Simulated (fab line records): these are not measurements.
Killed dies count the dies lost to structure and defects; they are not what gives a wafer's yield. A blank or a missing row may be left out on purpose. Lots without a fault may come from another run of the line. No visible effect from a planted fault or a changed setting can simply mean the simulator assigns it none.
A lot that was struck, set against a sound lot -- flow n5Finfet -- 37 out of 1938 route steps
Sound: wafers L739.1, L739.4, L739.6. Wafers L756.1, L756.2 were the ones struck. At the end, the cause is stated.
At each step with rows: each side's tool, then ch and its chambers, then its first start. Under that, the readings that differ: sound wafers -- struck wafers -- difference of the means -- sigmas: that difference in standard deviations of wafers without a fault.
alike: a reading whose means differ by less than 2 such deviations, as well as words and numbers matching on both sides. not compared: withheld readings; readings where some wafer has no value; bounds like >300 that might hide an equal value; numbers whose values overlap and for which the record gives no deviation.
Wherever a step has rows on one side only, a row that says differs or no value, or a row with sigmas, the two part there. Numbers that have no deviation but don't overlap get no sigmas and don't part them. Lack of a reading on every wafer of one side parts them only where that side has two or more wafers.

first, 9 steps without rows for these wafers: N5_BEOL_M6_DESCUM_33 (chemistry O2, time 7 s); N5_BEOL_M6_ETCH_72 (etches underlayer in N2/H2, target depth 6.5 nm, time 5.2 s); N5_BEOL_M6_ETCH_65 (etches SiARC in CF4, target depth 15.6 nm, time 26 s); N5_BEOL_M6_ETCH_66 (etches SOC in N2/H2, target depth 80 nm, overetch 16 nm, time 120 s); N5_BEOL_M6_STRIP_69 (strips in N2/H2); N5_BEOL_M6_STRIP_73 (strips in N2/H2); N5_BEOL_M6_VIA_ETCH_34 (etches SiCOH lowk in C4F6/O2, target depth 126.3 nm, time 50.9 s); N5_BEOL_M6_STRIP_76 (strips in C4F6/O2); N5_BEOL_M6_STRIP_36 (strips in N2/H2).
N5_BEOL_M6_TRENCH_ETCH_37: etches SiCOH lowk in C4F6/O2, target depth 94.435 nm, time 31.5 s.
  sound on rieDiel-01 ch 1,2,3, day 9 05:11; struck on rieDiel-01 ch 0,2, day 13 15:38
reading,sound,struck,difference,sigmas
runLengthS (s),53.7 55.2 54.5,64.5 65.4,+10.5,+23
model.BEOL_M6.featureDepthNm (nm),93.2 94.6 93.6,123.8 127,+31.6,
model.etch.depthNm (nm),93.23 94.69 93.63,123.7 127.1,+31.6,
model.TiN_of_BEOL_M6_HM_DEP_02.thkNm (nm),17 16.8 17.4,16.6 16.2,-0.7,
  alike: O2_flow_sccm, drypumpMotorCurrentA, oes_f_703_au, oesProductAu, rfVppV, showerheadPlenumPTorr, throttleValvePct
  not compared: rfHoursCounterH
then, 2 steps without rows for these wafers: N5_BEOL_M6_ETCH_41 (etches SiCN in CH3F/O2, target depth 29.7 nm, time 52 s); N5_BEOL_M6_STRIP_80 (strips in N2/H2, time 10 s).
N5_BEOL_M6_OCD_MEAS_38:
  sound on ocd-02, day 9 05:20; struck on ocd-02, day 13 15:47
reading,sound,struck,difference,sigmas
trenchDepthNm (nm),92.8 94.7 93.7,123.5 127.2,+31.6,+14
then, 13 steps without rows for these wafers: N5_BEOL_M6_HM_STRIP_39 (strips TiN in peroxide tin strip, target depth 25 nm, time 158 s); N5_BEOL_M6_SRD_40 (time 30 s); N5_BEOL_M6_PRECLEAN_42 (cleans in residue remover, time 60 s); N5_BEOL_M6_SRD_43 (time 30 s); N5_BEOL_M6_CURE_75 (cures SiCOH lowk, time 120 s); N5_BEOL_M6_DEGAS_44 (time 60 s); N5_BEOL_M6_PRE_CLEAN_45 (time 30 s); N5_BEOL_M6_ALD_77 (deposits TaN, target thk 2 nm, pulse time 2 s, purge time 3 s); N5_BEOL_M6_SURFACE_TREAT_79; N5_BEOL_M6_CVD_78 (deposits Co from CCTBA/H2, target thk 2 nm, time 142.3 s); N5_BEOL_M6_SPUTTER_48 (material Cu, target thk 10 nm, time 1.667 s); N5_BEOL_M6_ECD_50 (material Cu, target thk 300 nm); N5_BEOL_M6_ANNEAL_51 (time 90 s).
N5_BEOL_M6_CMP_52: polishes, stops on SiCOH lowk, t overpolish 6.9 s, target thk 80 nm.
  sound on cmp-03 ch 1,3, day 9 08:11; struck on cmp-02 ch 0,3, day 13 18:56
reading,sound,struck,difference,sigmas
clearingPlatenRpm (rpm),50.000 49.940 49.947,50.015 50.027,+0.059,+2
model.Cu_of_BEOL_M6_ECD_50.thkNm (nm),77.2 82.6 82.2,110.2 114,+31.4,
  alike: motorCurrentA, retainingRingPressureFrac
N5_BEOL_M6_THK_MEAS_53: measures by xrf.
  sound on filmMetro-01, day 9 08:27; struck on filmMetro-02, day 13 19:10
reading,sound,struck,difference,sigmas
M6_THK (nm),76.7 82.1 81.8,109.5 112.9,+31.0,+11
then, 2 steps without rows for these wafers: N5_BEOL_M6_PRE_CLEAN_55 (time 15 s); N5_BEOL_M6_DEP_56 (deposits SiCN from 3MS/NH3, target thk 10 nm, time 17.5 s).
N5_BEOL_M6_RS_MEAS_57: measurement is done with a four-point probe.
  sound on filmMetro-02, day 9 08:35; struck on filmMetro-01, day 13 19:17
reading,sound,struck,difference,sigmas
M6_RS (ohm/sq),0.298 0.275 0.276,0.198 0.189,-0.090,-7
then, 5 steps without rows for these wafers: N5_BEOL_M7_ILD_DEP_00 (deposits SiCOH lowk from DEMS/porogen, target thk 179.75 nm, time 33.4 s); N5_BEOL_M7_CURE_74 (cures SiCOH lowk, time 240 s); N5_BEOL_M7_PECVD_70 (deposits SiO2 from TEOS/O2, target thk 20 nm, time 22.7 s); N5_BEOL_M7_HM_DEP_02 (deposits TiN, target thk 20 nm); N5_BEOL_M7_COAT_59 (time 60 s, resist thk 100 nm).
-- the record jumps here: 3 days lie between the struck wafers' starts before and after (it left off in module BEOL_M7 and takes up again in module BEOL_M15, whose first step shown is number 1830 of the route) --
N5_BEOL_M15_RC_MEAS_101:
  sound on prober-01 ch 0, day 12 04:14; struck on prober-01 ch 0, day 17 02:48
reading,sound,struck,difference,sigmas
SERP_M6 (ohm/um),14.6 12.3 13.5,9.5 9.3,-4.1,-5
SERP_M6_max_site (ohm/um),14.7 13.1 13.9,10.1 9.5,-4.1,-5
  alike: COMB_M10, COMB_M11, COMB_M12, COMB_M13, COMB_M13_max_site, COMB_M14, COMB_M15, COMB_M5, COMB_M7, COMB_M8, COMB_M8_max_site, COMB_M9, SERP_M10, SERP_M11, SERP_M12, SERP_M12_max_site, SERP_M13, SERP_M14, SERP_M5, SERP_M7, SERP_M8, SERP_M9

WHERE THEY PART
Earliest at N5_BEOL_M6_TRENCH_ETCH_37; latest, in this record, at N5_BEOL_M15_RC_MEAS_101.

WHY: what the simulator had put in
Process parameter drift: rieDiel-01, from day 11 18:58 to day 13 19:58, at N5_BEOL_M6_TRENCH_ETCH_37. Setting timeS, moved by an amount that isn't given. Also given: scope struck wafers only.
